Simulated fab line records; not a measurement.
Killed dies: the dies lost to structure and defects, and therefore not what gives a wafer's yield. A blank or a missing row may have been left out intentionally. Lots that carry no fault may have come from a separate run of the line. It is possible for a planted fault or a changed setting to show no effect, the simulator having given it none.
fab line records | flow n5Finfet
[record] lots = 7 | wafers = 21
route steps=1938 shown BEOL_M0_SAQP@692 BEOL_M3@963 BEOL_M4@1040 BEOL_M5@1141 BEOL_M7@1270
startH: hours from the record's first day to the start of the lot's first wafer shown | waitH: time in hours since the lot's previous step | " same as the row above | L1.1+2: several wafers, shown together as one row | - no value, or no start was given | * or withheld: withheld | < > ~ a bound
route shown NAME@n: a module of which the file shows steps, and the number in the route of the first | usual: mean/standard deviation of fault-free wafers | same: alike in all rows | chamber/n: place in a boat | sites: the reading at each site | _std_site: the standard deviation of these | _edge_site: mean of outer sites minus mean of inner sites | radiusMm: how far each site lies from the wafer's centre | mask NAME#n: copy n | behind: the most recent tool/chamber to have shaped the wafer | hold: what put the lot on hold/how long, in hours/how the hold closed | device: names the non-switching transistor (n, p or np) | end of line: tests of these same wafers at the route's end | a step with no rows: only its recipe | killed: count of dies lost to structure and defects at first sort (not the wafer's yield) | map: dies across one wafer; x = killed, . = not, _ = none there
set.NAME: the setting as run; set.NAME@STEP: as run at that earlier step | model.NAME: the simulator's own value behind a step, which no gauge read
lots with deliberately changed settings; one table per step, one row per wafer
[[steps]]
[step N5_BEOL_M0_SAQP_DESCUM_45]
[recipe] chemistry = O2 | timeS = 7 | sourcePowerW = 50 | biasPowerW = 20 | pressureMtorr = 20 | rfFrequencyHz = 2.712e+07 | tempC = 40 | resist = CAR-EUV | o2FlowSccm = 225
lot.wafer | tool       | chamber | startH | waitH | set.timeS | set.doseMj@BEOL_M0_SAQP_EXPOSE_37 | model.BEOL_M0_SAQP.cdNm | model.CAR-EUV_of_BEOL_M0_SAQP_COAT_34.thkNm
L078.2    | rieDiel-03 | 1       | 134.56 | 0.2   | 7         | 44.75                             | 29.8                    | 26.2
L078.3    | "          | 3       | "      | "     | 8.281     | 44.75                             | 30.2                    | 25.6
L078.5    | "          | 1       | "      | "     | 8.281     | 44.75                             | 30                      | 25.6
L081.1    | rieDiel-06 | 2       | 152.26 | 0.0   | 8.411     | 43.41                             | 29.6                    | 25.2
L081.2    | "          | 3       | "      | "     | 7         | 44.75                             | 30                      | 26
L081.4    | "          | 0       | "      | "     | 8.411     | 43.41                             | 29.4                    | 25.4
L084.1    | rieDiel-06 | 3       | 175.05 | 0.1   | 7.702     | 43.13                             | 29.2                    | 25.6
L084.3    | "          | 0       | "      | "     | 7.702     | 44.75                             | 29.8                    | 25.6
L084.6    | "          | 0       | "      | "     | 7         | 44.75                             | 29.8                    | 26
L087.1+4  | rieDiel-03 | 3,2     | 192.29 | 0.2   | 7         | 44.75                             | 30                      | 26
L087.3    | "          | 1       | "      | "     | 7         | 44.75                             | 29.8                    | 26
L089.1    | rieDiel-06 | 2       | 201.70 | 0.0   | 7         | 44.75                             | 30                      | 26
L089.2    | "          | 0       | "      | "     | 8.009     | 41.44                             | 28.2                    | 25.4
L089.3    | "          | 3       | "      | "     | 7         | 41.44                             | 28.4                    | 26
L090.1    | rieDiel-01 | 1       | 208.09 | 0.1   | 7         | 44.75                             | 29.8                    | 26
L090.3+5  | "          | 2       | "      | "     | 5.567     | 44.75                             | 29.8                    | 26.8
L094.3+5  | rieDiel-03 | 1       | 227.92 | 0.3   | 6.355     | 41.52                             | 28.4                    | 26.2
L094.6    | "          | 0       | "      | "     | 7         | 44.75                             | 30.4                    | 26
[step N5_BEOL_M0_SAQP_ETCH_88]
[recipe] chemistry = N2/H2 | target = underlayer | targetDepthA = 65 | timeS = 5.2 | ionEnergyEv = 200 | maskMaterial = CAR-EUV | pressureMtorr = 30 | sourceW = 840 | biasW = 150 | n2FlowSccm = 200 | h2FlowSccm = 200 | ends = cleared
[step N5_BEOL_M0_SAQP_ETCH_73]
[recipe] chemistry = CF4 | target = SiARC | targetDepthA = 195 | maskMaterial = CAR-EUV | timeS = 32.5 | ionEnergyEv = 80 | pressureMtorr = 40 | sourceW = 545 | biasW = 36 | Ar_flow_sccm = 100 | cf4FlowSccm = 100 | ends = cleared
lot.wafer | tool       | chamber | startH | waitH | set.doseMj@BEOL_M0_SAQP_EXPOSE_37 | model.BEOL_M0_SAQP.cdNm
L078.2    | rieDiel-03 | 1       | 134.61 | 0.0   | 44.75                             | 29.8
L078.3    | "          | 3       | "      | "     | 44.75                             | 30.2
L078.5    | "          | 1       | "      | "     | 44.75                             | 30
L081.1    | rieDiel-06 | 2       | 152.31 | 0.0   | 43.41                             | 29.6
L081.2    | "          | 3       | "      | "     | 44.75                             | 30
L081.4    | "          | 0       | "      | "     | 43.41                             | 29.4
L084.1    | rieDiel-06 | 3       | 175.11 | 0.0   | 43.13                             | 29
L084.3+6  | "          | 0       | "      | "     | 44.75                             | 29.6
L087.1    | rieDiel-03 | 3       | 192.34 | 0.0   | 44.75                             | 30.2
L087.3+4  | "          | 1,2     | "      | "     | 44.75                             | 29.8
L089.1    | rieDiel-06 | 2       | 201.75 | 0.0   | 44.75                             | 30
L089.2    | "          | 0       | "      | "     | 41.44                             | 28.2
L089.3    | "          | 3       | "      | "     | 41.44                             | 28.4
L090.1    | rieDiel-01 | 1       | 208.14 | 0.0   | 44.75                             | 29.8
L090.3+5  | "          | 2       | "      | "     | 44.75                             | 30
L094.3+5  | rieDiel-03 | 1       | 227.97 | 0.0   | 41.52                             | 28.4
L094.6    | "          | 0       | "      | "     | 44.75                             | 30.2
[step N5_BEOL_M0_SAQP_CUT_ETCH_46]
[recipe] chemistry = N2/H2 | target = SOC | targetDepthA = 1350 | overetchA = 270 | tempC = 40 | timeS = 202.5 | ionEnergyEv = 200 | maskMaterial = SiARC | pressureMtorr = 30 | sourceW = 840 | biasW = 150 | n2FlowSccm = 200 | h2FlowSccm = 200
lot.wafer | tool       | chamber | startH | waitH | set.doseMj@BEOL_M0_SAQP_EXPOSE_37 | model.BEOL_M0_SAQP.cdNm
L078.2    | rieDiel-03 | 1       | 134.64 | 0.0   | 44.75                             | 29.8
L078.3    | "          | 3       | "      | "     | 44.75                             | 30.6
L078.5    | "          | 1       | "      | "     | 44.75                             | 30
L081.1+4  | rieDiel-06 | 2,0     | 152.34 | 0.0   | 43.41                             | 29.6
L081.2    | "          | 3       | "      | "     | 44.75                             | 29.8
L084.1    | rieDiel-06 | 3       | 175.14 | 0.0   | 43.13                             | 29.2
L084.3+6  | "          | 0       | "      | "     | 44.75                             | 29.6
L087.1    | rieDiel-03 | 3       | 192.38 | 0.0   | 44.75                             | 30.2
L087.3    | "          | 1       | "      | "     | 44.75                             | 29.6
L087.4    | "          | 2       | "      | "     | 44.75                             | 30
L089.1    | rieDiel-06 | 2       | 201.78 | 0.0   | 44.75                             | 29.8
L089.2+3  | "          | 0,3     | "      | "     | 41.44                             | 28.2
L090.1+5  | rieDiel-01 | 1,2     | 208.17 | 0.0   | 44.75                             | 30
L090.3    | "          | 2       | "      | "     | 44.75                             | 30.2
L094.3    | rieDiel-03 | 1       | 228.01 | 0.0   | 41.52                             | 28.6
L094.5    | "          | 1       | "      | "     | 41.52                             | 28.2
L094.6    | "          | 0       | "      | "     | 44.75                             | 30.2
[step N5_BEOL_M3_EXPOSE_25]
[recipe] maskId = V2 | na = 0.33 | sourceShape = quasar | sigmaInner = 0.2 | sigmaOuter = 0.8 | polarization = unpolarized | defocusNm = 5 | doseMj = 63
lot.wafer  | tool          | chamber | startH | waitH | mask | set.doseMj
L078.2+3+5 | euvScanner-02 | 0       | 182.28 | -     | V2#0 | 63
L081.1+4   | euvScanner-01 | 0       | 205.65 | -     | V2#0 | 61.16
L081.2     | "             | 0       | "      | "     | V2#0 | 63
L084.1+3+6 | euvScanner-02 | 0       | 246.34 | -     | V2#0 | 63
L087.1+3+4 | euvScanner-01 | 0       | 287.08 | -     | V2#0 | 63
L090.1     | euvScanner-01 | 0       | 295.68 | -     | V2#0 | 63
L090.3+5   | "             | 0       | "      | "     | V2#0 | 61.27
L089.1+2+3 | euvScanner-01 | 0       | 299.02 | -     | V2#0 | 63
L094.3     | euvScanner-01 | 0       | 301.05 | -     | V2#0 | 66.24
L094.5+6   | "             | 0       | "      | "     | V2#0 | 63
[step N5_BEOL_M3_PEB_26]
[recipe] pebTempC = 100 | pebTimeS = 60 | resist = CAR-EUV
[step N5_BEOL_M3_DEVELOP_27]
[recipe] developTimeS = 30 | developer = TMAH | resist = CAR-EUV | rinseLiquid = surfactantRinse | dry = airSpin | devTempC = 23
[step N5_BEOL_M3_CD_MEAS_28]
[recipe] targetCdNm = 25.7 | landingEnergyEv = 500 | detector = seInlens | targetCdYNm = 23.3 | polarity = opening
[usual] cdNm = 25.68/0.2
lot.wafer | tool     | chamber | startH | waitH | set.doseMj@BEOL_M3_EXPOSE_25 | cdNm
L078.2    | cdSem-01 | 0       | 182.42 | -     | 63                           | 25.87
L078.3    | "        | 0       | "      | "     | 63                           | 25.79
L078.5    | "        | 0       | "      | "     | 63                           | 25.69
L081.1    | cdSem-02 | 0       | 205.80 | -     | 61.16                        | 25.23
L081.2    | "        | 0       | "      | "     | 63                           | 25.76
L081.4    | "        | 0       | "      | "     | 61.16                        | 25.11
L084.1    | cdSem-02 | 0       | 246.49 | -     | 63                           | 25.61
L084.3    | "        | 0       | "      | "     | 63                           | 25.74
L084.6    | "        | 0       | "      | "     | 63                           | 25.93
L087.1    | cdSem-02 | 0       | 287.23 | -     | 63                           | 25.44
L087.3    | "        | 0       | "      | "     | 63                           | 25.86
L087.4    | "        | 0       | "      | "     | 63                           | 25.50
L090.1    | cdSem-03 | 0       | 295.83 | -     | 63                           | 25.48
L090.3    | "        | 0       | "      | "     | 61.27                        | 25.07
L090.5    | "        | 0       | "      | "     | 61.27                        | 25.00
L089.1    | cdSem-02 | 0       | 299.17 | -     | 63                           | 26.13
L089.2    | "        | 0       | "      | "     | 63                           | 25.77
L089.3    | "        | 0       | "      | "     | 63                           | 25.53
L094.3    | cdSem-02 | 0       | 301.18 | -     | 66.24                        | 26.48
L094.5    | "        | 0       | "      | "     | 63                           | 25.42
L094.6    | "        | 0       | "      | "     | 63                           | 25.52
[step N5_BEOL_M3_ALD_98]
[recipe] material = SiO2 | targetThkA = 25 | tempC = 100 | aldPrecursorFamily = BDEAS | aldCoReactant = O2-plasma | pulseTimeS = 1 | coReactantPulseTimeS = 1 | purgeTimeS = 2 | coReactantPurgeTimeS = 2 | aldCycles = 17 | pressureTorr = 2
lot.wafer  | tool      | chamber | startH | waitH | set.aldCycles | model.SiO2_of_BEOL_M3_ALD_98.thkNm
L078.2+5   | aldSin-04 | 1       | 183.34 | 0.7   | 18            | 2.6
L078.3     | "         | 3       | "      | "     | 17            | 2.6
L081.1+2   | aldSin-01 | 1,3     | 206.07 | 0.1   | 17            | 2.6
L081.4     | "         | 1       | "      | "     | 16            | 2.4
L084.1+6   | aldSin-02 | 3,2     | 246.78 | 0.1   | 17            | 2.4
L084.3     | "         | 2       | "      | "     | 18            | 2.6
L087.1+3+4 | aldSin-02 | 3,2,0   | 287.49 | 0.1   | 17            | 2.6
L090.1+3   | aldSin-01 | 2,0     | 296.08 | 0.1   | 17            | 2.4
L090.5     | "         | 1       | "      | "     | 18            | 2.6
L089.1+3   | aldSin-02 | 0,1     | 299.43 | 0.1   | 20            | 3
L089.2     | "         | 3       | "      | "     | 17            | 2.4
L094.3+5   | aldSin-04 | 2,1     | 301.44 | 0.1   | 17            | 2.6
L094.6     | "         | 0       | "      | "     | 17            | 2.4
[step N5_BEOL_M3_ETCH_41]
[recipe] chemistry = CH3F/O2 | target = SiCN | targetDepthA = 299 | taperDeg = 2 | timeS = 52.5 | ionEnergyEv = 120 | maskMaterial = TiN | pressureMtorr = 30 | sourceW = 395 | biasW = 75 | Ar_flow_sccm = 150 | CH3F_flow_sccm = 30 | O2_flow_sccm = 20
lot.wafer | tool       | chamber | startH | waitH | set.targetDepthA | model.etch.depthNm
L078.2    | rieDiel-03 | 2       | -      | -     | 299              | 20.08
L078.3    | "          | 0       | "      | "     | 268.5            | 17.89
L078.5    | "          | 1       | "      | "     | 299              | 19.67
L081.1    | rieDiel-06 | 2       | -      | -     | 299              | 19.8
L081.2    | "          | 0       | "      | "     | 299              | 19.59
L081.4    | "          | 3       | "      | "     | 299              | 19.5
L084.1    | rieDiel-01 | 0       | -      | -     | 299              | 20.25
L084.3    | "          | 2       | "      | "     | 299              | 20.03
L084.6    | "          | 2       | "      | "     | 299              | 19.96
L087.1    | rieDiel-01 | 2       | -      | -     | 299              | 19.75
L087.3    | "          | 0       | "      | "     | 299              | 20.17
L087.4    | "          | 3       | "      | "     | 299              | 20.41
L090.1    | rieDiel-03 | 2       | -      | -     | 328.7            | 21.8
L090.3    | "          | 0       | "      | "     | 299              | 19.95
L090.5    | "          | 3       | "      | "     | 299              | 19.69
L089.1    | rieDiel-01 | 3       | -      | -     | 299              | 20.51
L089.2    | "          | 2       | "      | "     | 276.6            | 18.22
L089.3    | "          | 1       | "      | "     | 299              | 19.87
L094.3    | rieDiel-03 | 2       | -      | -     | 314.6            | 21.08
L094.5    | "          | 0       | "      | "     | 314.6            | 20.95
L094.6    | "          | 3       | "      | "     | 299              | 19.76
[step N5_BEOL_M4_ETCH_64]
[recipe] chemistry = N2/H2 | target = SOC | targetDepthA = 750 | overetchA = 225 | maskMaterial = SiARC | tempC = 40 | timeS = 121.9 | ionEnergyEv = 200 | pressureMtorr = 30 | sourceW = 840 | biasW = 150 | n2FlowSccm = 200 | h2FlowSccm = 200
[usual] rfVppV = 524.2/2.9
lot.wafer | tool       | chamber | startH | waitH | set.biasW | rfVppV | model.SiARC_of_BEOL_M4_COAT_62.thkNm
L078.2    | rieDiel-04 | 2       | 198.60 | 0.0   | 150       | 521.5  | 6.2
L078.3    | "          | 3       | "      | "     | 136.8     | 494.8  | 6.8
L078.5    | "          | 2       | "      | "     | 136.8     | 493.5  | 7
L081.1    | rieDiel-02 | 1       | 218.15 | 0.0   | 160.1     | 548.5  | 6
L081.2    | "          | 2       | "      | "     | 150       | 527.8  | 6.2
L081.4    | "          | 0       | "      | "     | 160.1     | 541.1  | 5.8
L084.1    | rieDiel-02 | 2       | 292.87 | 0.0   | 167.8     | 566.2  | 5.4
L084.3    | "          | 0       | "      | "     | 150       | 520.7  | 6.4
L084.6    | "          | 3       | "      | "     | 167.8     | 559.4  | 5.8
L087.1    | rieDiel-02 | 3       | 319.40 | 0.0   | 150       | 519.2  | 6.6
L087.3    | "          | 2       | "      | "     | 150       | 526.5  | 6.2
L087.4    | "          | 1       | "      | "     | 150       | 526.1  | 6.4
L090.1    | rieDiel-05 | 3       | 334.96 | 0.0   | 150       | 526.3  | 6.4
L090.3    | "          | 0       | "      | "     | 143       | 508.8  | 6.6
L090.5    | "          | 2       | "      | "     | 150       | 525.1  | 6.4
L094.3    | rieDiel-04 | 0       | 335.90 | 0.0   | 167.4     | 566.5  | 5.2
L094.5    | "          | 1       | "      | "     | 167.4     | 559.3  | 5.4
L094.6    | "          | 2       | "      | "     | 150       | 522.0  | 6.2
L089.1    | rieDiel-05 | 2       | 336.07 | 0.0   | 150       | 525.8  | 6.4
L089.2    | "          | 0       | "      | "     | 150       | 526.3  | 6.2
L089.3    | "          | 3       | "      | "     | 141.5     | 508.1  | 6.8
[step N5_BEOL_M4_COAT_22]
[recipe] resist = CAR-EUV | spinRpm = 1500 | resistThkNm = 30
lot.wafer | tool          | chamber | startH | waitH | set.spinRpm | model.CAR-EUV_of_BEOL_M4_COAT_22.thkNm
L078.2+5  | lithoTrack-02 | 0       | -      | -     | 1651        | 28.6
L078.3    | "             | 0       | "      | "     | 1500        | 30
L081.1    | lithoTrack-02 | 0       | -      | -     | 1500        | 30.2
L081.2+4  | "             | 0       | "      | "     | 1595        | 29.2
L084.1    | lithoTrack-02 | 0       | -      | -     | 1500        | 30
L084.3    | "             | 0       | "      | "     | 1572        | 29.2
L084.6    | "             | 0       | "      | "     | 1572        | 29.4
L087.1+4  | lithoTrack-03 | 0       | -      | -     | 1500        | 30
L087.3    | "             | 0       | "      | "     | 1500        | 29.8
L090.1    | lithoTrack-05 | 0       | -      | -     | 1417        | 30.8
L090.3+5  | "             | 0       | "      | "     | 1500        | 30
L094.3+6  | lithoTrack-03 | 0       | -      | -     | 1665        | 28.4
L094.5    | "             | 0       | "      | "     | 1500        | 29.8
L089.1    | lithoTrack-05 | 0       | -      | -     | 1500        | 30
L089.2+3  | "             | 0       | "      | "     | 1366        | 31.4
[step N5_BEOL_M4_EBR_24]
[recipe] solvent = PGMEA | ebrWidthMm = 1.5
[step N5_BEOL_M4_SOFTBAKE_23]
[recipe] tempC = 110 | timeS = 60 | resist = CAR-EUV
[step N5_BEOL_M4_DESCUM_33]
[recipe] chemistry = O2 | timeS = 7 | sourcePowerW = 50 | biasPowerW = 20 | pressureMtorr = 20 | rfFrequencyHz = 2.712e+07 | tempC = 40 | resist = CAR-EUV | o2FlowSccm = 225
lot.wafer  | tool       | chamber | startH | waitH | set.spinRpm@BEOL_M4_COAT_22 | model.CAR-EUV_of_BEOL_M4_COAT_22.thkNm
L078.2+5   | rieDiel-02 | 3,0     | 199.43 | 0.0   | 1651                        | 24.6
L078.3     | "          | 0       | "      | "     | 1500                        | 26
L081.1     | rieDiel-04 | 1       | 219.00 | 0.0   | 1500                        | 26.2
L081.2+4   | "          | 0       | "      | "     | 1595                        | 25.2
L084.1     | rieDiel-04 | 1       | 293.69 | 0.0   | 1500                        | 26
L084.3+6   | "          | 3,0     | "      | "     | 1572                        | 25.4
L087.1+3+4 | rieDiel-05 | 1,2,3   | 320.32 | 0.0   | 1500                        | 26
L090.1     | rieDiel-05 | 3       | 335.86 | 0.0   | 1417                        | 27
L090.3     | "          | 0       | "      | "     | 1500                        | 26.2
L090.5     | "          | 3       | "      | "     | 1500                        | 26
L094.3+6   | rieDiel-04 | 2       | 336.73 | 0.0   | 1665                        | 24.4
L094.5     | "          | 3       | "      | "     | 1500                        | 26
L089.1     | rieDiel-02 | 1       | 336.99 | 0.0   | 1500                        | 26
L089.2+3   | "          | 2,0     | "      | "     | 1366                        | 27.4
[step N5_BEOL_M5_COAT_74]
[recipe] resist = underlayer | tempC = 205 | timeS = 60 | spinRpm = 1500 | resistThkNm = 5
lot.wafer  | tool          | chamber | startH | waitH | set.spinRpm
L078.2+3   | lithoTrack-02 | 0       | -      | -     | 1586
L078.5     | "             | 0       | "      | "     | 1500
L081.1+2+4 | lithoTrack-04 | 0       | -      | -     | 1500
L084.1+3   | lithoTrack-02 | 0       | -      | -     | 1500
L084.6     | "             | 0       | "      | "     | 1600
L087.1+3+4 | lithoTrack-04 | 0       | -      | -     | 1500
L090.1+3   | lithoTrack-02 | 0       | -      | -     | 1578
L090.5     | "             | 0       | "      | "     | 1500
L094.3+5   | lithoTrack-02 | 0       | -      | -     | 1500
L094.6     | "             | 0       | "      | "     | 1409
L089.1     | lithoTrack-02 | 0       | -      | -     | 1375
L089.2+3   | "             | 0       | "      | "     | 1500
[step N5_BEOL_M5_COAT_22]
[recipe] resist = CAR-EUV | spinRpm = 1500 | resistThkNm = 30
lot.wafer  | tool          | chamber | startH | waitH | set.spinRpm | model.CAR-EUV_of_BEOL_M5_COAT_22.thkNm
L078.2+3+5 | lithoTrack-02 | 0       | -      | -     | 1500        | 30
L081.1+2   | lithoTrack-04 | 0       | -      | -     | 1398        | 31
L081.4     | "             | 0       | "      | "     | 1500        | 30
L084.1     | lithoTrack-02 | 0       | -      | -     | 1436        | 30.6
L084.3     | "             | 0       | "      | "     | 1500        | 30
L084.6     | "             | 0       | "      | "     | 1436        | 30.8
L087.1+3+4 | lithoTrack-04 | 0       | -      | -     | 1500        | 30
L090.1+3   | lithoTrack-02 | 0       | -      | -     | 1543        | 29.8
L090.5     | "             | 0       | "      | "     | 1500        | 30
L094.3+6   | lithoTrack-02 | 0       | -      | -     | 1500        | 30
L094.5     | "             | 0       | "      | "     | 1628        | 28.8
L089.1+2+3 | lithoTrack-02 | 0       | -      | -     | 1500        | 30
[step N5_BEOL_M5_EBR_24]
[recipe] solvent = PGMEA | ebrWidthMm = 1.5
[step N5_BEOL_M5_SOFTBAKE_23]
[recipe] tempC = 110 | timeS = 60 | resist = CAR-EUV
[step N5_BEOL_M5_DESCUM_33]
[recipe] chemistry = O2 | timeS = 7 | sourcePowerW = 50 | biasPowerW = 20 | pressureMtorr = 20 | rfFrequencyHz = 2.712e+07 | tempC = 40 | resist = CAR-EUV | o2FlowSccm = 225
lot.wafer  | tool       | chamber | startH | waitH | set.spinRpm@BEOL_M5_COAT_22 | model.CAR-EUV_of_BEOL_M5_COAT_22.thkNm
L078.2+3+5 | rieDiel-06 | 2,3,2   | 244.34 | 0.3   | 1500                        | 26
L081.1     | rieDiel-03 | 0       | 296.88 | 0.0   | 1398                        | 27.2
L081.2     | "          | 3       | "      | "     | 1398                        | 27
L081.4     | "          | 3       | "      | "     | 1500                        | 26
L084.1+6   | rieDiel-06 | 2       | 325.41 | 0.0   | 1436                        | 26.8
L084.3     | "          | 1       | "      | "     | 1500                        | 26
L087.1+3+4 | rieDiel-01 | 0,2,3   | 352.32 | 0.1   | 1500                        | 26
L090.1+3   | rieDiel-01 | 3,1     | 354.80 | 0.0   | 1543                        | 25.8
L090.5     | "          | 3       | "      | "     | 1500                        | 26.2
L094.3     | rieDiel-01 | 3       | 398.37 | 0.3   | 1500                        | 26
L094.5     | "          | 2       | "      | "     | 1628                        | 25
L094.6     | "          | 1       | "      | "     | 1500                        | 26.2
L089.1     | rieDiel-03 | 0       | 398.75 | 0.5   | 1500                        | 26
L089.2+3   | "          | 1,3     | "      | "     | 1500                        | 26.2
[step N5_BEOL_M5_ETCH_75]
[recipe] chemistry = N2/H2 | target = underlayer | targetDepthA = 65 | maskMaterial = CAR-EUV | timeS = 5.2 | ionEnergyEv = 200 | pressureMtorr = 30 | sourceW = 840 | biasW = 150 | n2FlowSccm = 200 | h2FlowSccm = 200 | ends = cleared
lot.wafer | tool       | chamber | startH | waitH | set.spinRpm@BEOL_M5_COAT_74 | set.spinRpm@BEOL_M5_COAT_22 | model.CAR-EUV_of_BEOL_M5_COAT_22.thkNm | model.etch.depthNm
L078.2    | rieDiel-06 | 2       | 244.38 | 0.0   | 1586                        | 1500                        | 20.4                                   | 4.87
L078.3    | "          | 3       | "      | "     | 1586                        | 1500                        | 20.4                                   | 4.874
L078.5    | "          | 2       | "      | "     | 1500                        | 1500                        | 20.2                                   | 5.017
L081.1    | rieDiel-03 | 0       | 296.91 | 0.0   | 1500                        | 1398                        | 21.4                                   | 4.998
L081.2    | "          | 3       | "      | "     | 1500                        | 1398                        | 21.2                                   | 4.998
L081.4    | "          | 3       | "      | "     | 1500                        | 1500                        | 20.2                                   | 4.985
L084.1    | rieDiel-06 | 2       | 325.44 | 0.0   | 1500                        | 1436                        | 21                                     | 5
L084.3    | "          | 1       | "      | "     | 1500                        | 1500                        | 20.4                                   | 4.991
L084.6    | "          | 2       | "      | "     | 1600                        | 1436                        | 21.2                                   | 4.835
L087.1    | rieDiel-01 | 0       | 352.36 | 0.0   | 1500                        | 1500                        | 20.2                                   | 5.009
L087.3    | "          | 2       | "      | "     | 1500                        | 1500                        | 20.2                                   | 4.996
L087.4    | "          | 3       | "      | "     | 1500                        | 1500                        | 20.2                                   | 4.985
L090.1    | rieDiel-01 | 3       | 354.83 | 0.0   | 1578                        | 1543                        | 20.2                                   | 4.869
L090.3    | "          | 1       | "      | "     | 1578                        | 1543                        | 20.4                                   | 4.864
L090.5    | "          | 3       | "      | "     | 1500                        | 1500                        | 20.4                                   | 4.976
L094.3    | rieDiel-01 | 3       | 398.40 | 0.0   | 1500                        | 1500                        | 20.2                                   | 5.016
L094.5    | "          | 2       | "      | "     | 1500                        | 1628                        | 19.2                                   | 5.005
L094.6    | "          | 1       | "      | "     | 1409                        | 1500                        | 20.2                                   | 5.18
L089.1    | rieDiel-03 | 0       | 398.78 | 0.0   | 1375                        | 1500                        | 20.2                                   | 5.207
L089.2    | "          | 1       | "      | "     | 1500                        | 1500                        | 20.4                                   | 4.991
L089.3    | "          | 3       | "      | "     | 1500                        | 1500                        | 20.4                                   | 4.977
[step N5_BEOL_M7_COAT_05]
[recipe] resist = CAR-ArF | spinRpm = 1500 | resistThkNm = 90
lot.wafer  | tool          | chamber | startH | waitH | set.spinRpm | model.CAR-ArF_of_BEOL_M7_COAT_05.thkNm
L078.2+3   | lithoTrack-02 | 0       | -      | -     | 1500        | 90
L078.5     | "             | 0       | "      | "     | 1500        | 89.8
L081.1+2+4 | lithoTrack-04 | 0       | -      | -     | 1575        | 87.6
L084.1     | lithoTrack-04 | 0       | -      | -     | 1620        | 86.6
L084.3     | "             | 0       | "      | "     | 1620        | 87
L084.6     | "             | 0       | "      | "     | 1500        | 90.4
L087.1     | lithoTrack-05 | 0       | -      | -     | 1500        | 89.8
L087.3+4   | "             | 0       | "      | "     | 1500        | 90.4
L090.1+3   | lithoTrack-02 | 0       | -      | -     | 1500        | 90.4
L090.5     | "             | 0       | "      | "     | 1664        | 85.8
L094.3     | lithoTrack-04 | 0       | -      | -     | 1429        | 92
L094.5+6   | "             | 0       | "      | "     | 1500        | 89.6
L089.1     | lithoTrack-02 | 0       | -      | -     | 1455        | 91.2
L089.2     | "             | 0       | "      | "     | 1455        | 91.6
L089.3     | "             | 0       | "      | "     | 1455        | 91.4
[[key]]
[split] step = N5_BEOL_M0_SAQP_DESCUM_45 | setting = timeS | stated = 7 | by = wafer
[response] step = N5_BEOL_M0_SAQP_DESCUM_45 | reading = model.CAR-EUV_of_BEOL_M0_SAQP_COAT_34.thkNm | change = -0.036 | per = 1% | r = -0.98
[split] step = N5_BEOL_M3_EXPOSE_25 | setting = doseMj | stated = 63 | by = wafer
[response] step = N5_BEOL_M3_CD_MEAS_28 | reading = cdNm | change = +0.192 | per = 1% | r = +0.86
[split] step = N5_BEOL_M3_ALD_98 | setting = aldCycles | stated = 17 | by = wafer
[response] step = N5_BEOL_M3_ALD_98 | reading = model.SiO2_of_BEOL_M3_ALD_98.thkNm | change = +0.0314 | per = 1% | r = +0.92
[split] step = N5_BEOL_M3_ETCH_41 | setting = targetDepthA | stated = 299 | by = wafer
[response] step = N5_BEOL_M3_ETCH_41 | reading = model.etch.depthNm | change = +0.214 | per = 1% | r = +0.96
[split] step = N5_BEOL_M4_ETCH_64 | setting = biasW | stated = 150 | by = wafer
[response] step = N5_BEOL_M4_ETCH_64 | reading = rfVppV | change = +3.34 | per = 1% | r = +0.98
[response] step = N5_BEOL_M4_ETCH_64 | reading = model.SiARC_of_BEOL_M4_COAT_62.thkNm | change = -0.0705 | per = 1% | r = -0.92
[split] step = N5_BEOL_M4_COAT_22 | setting = spinRpm | stated = 1500 | by = wafer
[response] step = N5_BEOL_M4_COAT_22 | reading = model.CAR-EUV_of_BEOL_M4_COAT_22.thkNm | change = -0.142 | per = 1% | r = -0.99
[response] step = N5_BEOL_M4_DESCUM_33 | reading = model.CAR-EUV_of_BEOL_M4_COAT_22.thkNm | change = -0.147 | per = 1% | r = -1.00
[split] step = N5_BEOL_M5_COAT_74 | setting = spinRpm | stated = 1500 | by = wafer
[response] step = N5_BEOL_M5_ETCH_75 | reading = model.etch.depthNm | change = -0.0255 | per = 1% | r = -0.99
[split] step = N5_BEOL_M5_COAT_22 | setting = spinRpm | stated = 1500 | by = wafer
[response] step = N5_BEOL_M5_COAT_22 | reading = model.CAR-EUV_of_BEOL_M5_COAT_22.thkNm | change = -0.142 | per = 1% | r = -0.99
[response] step = N5_BEOL_M5_DESCUM_33 | reading = model.CAR-EUV_of_BEOL_M5_COAT_22.thkNm | change = -0.147 | per = 1% | r = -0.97
[response] step = N5_BEOL_M5_ETCH_75 | reading = model.CAR-EUV_of_BEOL_M5_COAT_22.thkNm | change = -0.133 | per = 1% | r = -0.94
[split] step = N5_BEOL_M7_COAT_05 | setting = spinRpm | stated = 1500 | by = wafer
[response] step = N5_BEOL_M7_COAT_05 | reading = model.CAR-ArF_of_BEOL_M7_COAT_05.thkNm | change = -0.439 | per = 1% | r = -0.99
split outsideThisFile step=N5_BEOL_M0_SAQP_EXPOSE_37 setting=doseMj
// split outsideThisFile: this setting was split too, and the file shows its column; the key of that split is in another file
